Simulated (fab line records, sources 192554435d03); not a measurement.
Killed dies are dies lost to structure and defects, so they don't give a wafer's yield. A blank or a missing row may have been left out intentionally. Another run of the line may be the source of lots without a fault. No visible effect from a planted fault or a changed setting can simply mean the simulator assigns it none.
Split-lot study    flow n5_finfet    21 wafers read across 7 lots, on a route 1938 steps long

== THE SPLIT ITSELF ==
At N5_BEOL_M5_COAT_22 (resist thk 30 nm), the setting spin_rpm was moved away from the recipe's 1500 rpm on 10 of the 21 wafers read, by -9.8% to +8.8%. This setting was run at the recipe's value on the other wafers.

== FROM THE SPLIT TO THE READING: what the file shows between them, 5 steps ==
- N5_BEOL_M5_EXPOSE_25: exposes mask V4, defocus 10 nm (also split here: dose_mj)
- N5_BEOL_M5_PEB_26: peb time 60 s
- N5_BEOL_M5_DEVELOP_27: develop time 30 s
- N5_BEOL_M5_DESCUM_33: chemistry O2, time 7 s
- N5_BEOL_M5_ETCH_75: etches underlayer in N2/H2, target depth 6.5 nm, time 5.2 s

== THE READING ==
CAR-EUV_of_BEOL_M5_COAT_22.thk_nm (the simulator's own value, which no gauge read), in nm, at N5_BEOL_M5_ETCH_67 (etches SiARC in CF4, target depth 15.6 nm, time 26 s). No usual value for it is given in the file. Across the 11 wafers here that went through the recipe, the average is 11.1 nm and the standard deviation 0.096 nm.

wafer   tool, chamber at the split  spin_rpm as run, rpm  against the recipe  CAR-EUV_of_BEOL_M5_COAT_22.thk_nm, nm  against lot-mates on the recipe
L081.1  litho_track-03, 0           1500                  recipe              11                                     -
L081.3  litho_track-03, 0           1500                  recipe              11                                     -
L081.6  litho_track-03, 0           1500                  recipe              11.2                                   -
L086.2  litho_track-03, 0           1500                  recipe              11                                     -
L086.6  litho_track-03, 0           1500                  recipe              11                                     -
L086.5  litho_track-03, 0           1500                  recipe              11.2                                   -
L087.3  litho_track-03, 0           1632                  +8.8%               9.6                                    -1.6
L087.4  litho_track-03, 0           1500                  recipe              11.2                                   -
L087.5  litho_track-03, 0           1632                  +8.8%               9.8                                    -1.4
L093.1  litho_track-03, 0           1570                  +4.7%               10.6                                   -0.6
L093.3  litho_track-03, 0           1570                  +4.7%               10.6                                   -0.6
L093.4  litho_track-03, 0           1500                  recipe              11.2                                   -
L094.2  litho_track-01, 0           1413                  -5.8%               12.2                                   +1.0
L094.4  litho_track-01, 0           1413                  -5.8%               12.2                                   +1.0
L094.3  litho_track-01, 0           1500                  recipe              11.2                                   -
L095.1  litho_track-03, 0           1442                  -3.9%               11.6                                   +0.4
L095.3  litho_track-03, 0           1500                  recipe              11.2                                   -
L095.4  litho_track-03, 0           1442                  -3.9%               12                                     +0.8
L097.1  litho_track-03, 0           1353                  -9.8%               13                                     +1.8
L097.2  litho_track-03, 0           1353                  -9.8%               12.8                                   +1.6
L097.4  litho_track-03, 0           1500                  recipe              11.2                                   -

THE FIT
A straight line over all 21 wafers: CAR-EUV_of_BEOL_M5_COAT_22.thk_nm changes by -0.168 nm for each +1% of spin_rpm; r = -0.99; the points scatter about the line by 0.14 nm.
The same after taking each lot's own level away (the mean of its wafers on the recipe; 21 wafers): -0.167 nm for each +1%; r = -0.99; scatter 0.11 nm.
On that fit, the largest move of spin_rpm shifts the reading by 1.6 nm.
From 11.07 to 11.20 nm: that is the span of the lots' own levels, equal to 1.4 times the standard deviation above.
So the lot-to-lot level changes the slope little: the two slopes agree.
Check: for one of the wafers moved furthest among these (-9.8%), held out of the fit, the line's prediction against its lot-mates is +1.61 nm. It came out at +1.8 nm against them.

== OTHER SPLITS ON THESE WAFERS ==
Note: prior to the reading, these wafers also went through further splits. Each is held against what the fit with the lots' levels taken away leaves over:
other split on the same wafers  wafers away from the commonest value  r with CAR-EUV_of_BEOL_M5_COAT_22.thk_nm (lot level and that fit taken away)
N5_BEOL_M2_DESCUM_16 time_s     6                                     +0.03
N5_BEOL_M4_DESCUM_33 time_s     8                                     -0.15
N5_BEOL_M5_EXPOSE_25 dose_mj    4                                     +0.11

== THE WHOLE CHAIN: every reading that the file lists as answering this split, in the file's order ==
step                  what it does                                          reading                                                                             change (the file's fit)                r (the file's)
N5_BEOL_M5_COAT_22    resist thk 30 nm                                      CAR-EUV_of_BEOL_M5_COAT_22.thk_nm (the simulator's own value, which no gauge read)  -0.157 nm for each +1% of the setting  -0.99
N5_BEOL_M5_DESCUM_33  chemistry O2, time 7 s                                CAR-EUV_of_BEOL_M5_COAT_22.thk_nm (the simulator's own value, which no gauge read)  -0.15 nm for each +1% of the setting   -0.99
N5_BEOL_M5_ETCH_67    etches SiARC in CF4, target depth 15.6 nm, time 26 s  CAR-EUV_of_BEOL_M5_COAT_22.thk_nm (the simulator's own value, which no gauge read)  -0.167 nm for each +1% of the setting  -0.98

== THE FILE'S OWN FIT ==
CAR-EUV_of_BEOL_M5_COAT_22.thk_nm changes by -0.167 nm for each +1% of spin_rpm, r = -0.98.
